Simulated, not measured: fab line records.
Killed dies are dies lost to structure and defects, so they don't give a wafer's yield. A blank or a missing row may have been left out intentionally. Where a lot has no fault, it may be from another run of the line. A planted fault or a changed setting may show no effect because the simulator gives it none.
What tool caused it? + flow n5-finfet + 9 lots, 27 wafers sampled, at 3 steps of a route of 1938

## WHAT THE GAUGES SHOWED, per wafer
N5_FIN_CUT_INSPECT_17: inspects for defects (brightfield).
| lot  | measured    | on                | raw-defect-count |
|------|-------------|-------------------|------------------|
| L621 | day 2 11:34 | defect-inspect-02 | 152 326 215      |
| L623 | day 2 22:09 | defect-inspect-01 | 191 335 284      |
| L629 | day 4 11:33 | defect-inspect-02 | 771 792 791      |
| L631 | day 4 23:54 | defect-inspect-01 | 639 692 655      |
| L636 | day 6 04:35 | defect-inspect-01 | 223 260 167      |
| L640 | day 7 04:25 | defect-inspect-02 | 162 204 169      |
| L641 | day 7 10:08 | defect-inspect-01 | 248 288 378      |
| L642 | day 7 16:28 | defect-inspect-01 | 274 298 254      |
| L643 | day 7 21:48 | defect-inspect-01 | 271 222 342      |

## WHICH TOOL RAN EACH LOT (tool, then ch and the chambers of the sampled wafers, then the start)
| lot  | N5_FIN_SAQP_FIN_ETCH_36         | N5_FIN_CUT_PRECLEAN_35            |
|------|---------------------------------|-----------------------------------|
| L621 | rie-si-03 ch 0,3, day 2 09:34   | vapor-etch-01 ch 0, day 2 11:10   |
| L623 | rie-si-03 ch 0,1, day 2 20:28   | vapor-etch-02 ch 0,1, day 2 21:47 |
| L629 | rie-si-01 ch 1,2,3, day 4 09:33 | vapor-etch-02 ch 0,1, day 4 10:54 |
| L631 | rie-si-01 ch 0,2,3, day 4 21:52 | vapor-etch-02 ch 0,1, day 4 23:32 |
| L636 | rie-si-01 ch 1,2,3, day 6 02:53 | vapor-etch-01 ch 0,1, day 6 04:07 |
| L640 | rie-si-02 ch 0,1,2, day 7 02:38 | vapor-etch-01 ch 0,1, day 7 03:52 |
| L641 | rie-si-03 ch 0,2,3, day 7 08:32 | vapor-etch-01 ch 1, day 7 09:46   |
| L642 | rie-si-03 ch 1,3, day 7 14:43   | vapor-etch-02 ch 0,1, day 7 16:05 |
| L643 | rie-si-01 ch 2,3, day 7 19:47   | vapor-etch-02 ch 1, day 7 21:08   |
- N5_FIN_SAQP_FIN_ETCH_36: etches the open film in HBr/Cl2/O2, target depth 120 nm, time 50.4 s.
- N5_FIN_CUT_PRECLEAN_35: cleans in vHF, time 13.3 s.

## THE ANSWER, worked out from the rows above alone
Rule: what is usual is taken from the lots themselves. Put in order of their means at a reading, lots are off if they are a third of the lots or fewer, leave a main group of 4 or more, and stand apart from it by a gap of 3 or more times the standard deviation of the main group's means; of several such gaps the widest counts. A main group is skipped when, at the precision printed for the reading in the tables above, its means are all equal. Also off: a lot with no number at a reading for which 4 or more lots have one. Any other lot the step has rows for is counted as sound.
Off at N5_FIN_CUT_INSPECT_17 (raw-defect-count): L629, L631. Mean 251 and standard deviation 40 in the main group.
A tool fits if, at a process step before that reading, it ran every lot that is off, and no sound lot after the first of them. Those tools and the gauges at N5_FIN_CUT_INSPECT_17 are tried in the same way. Of those tried, none fits.

## WHAT THE SIMULATOR HAD INSERTED
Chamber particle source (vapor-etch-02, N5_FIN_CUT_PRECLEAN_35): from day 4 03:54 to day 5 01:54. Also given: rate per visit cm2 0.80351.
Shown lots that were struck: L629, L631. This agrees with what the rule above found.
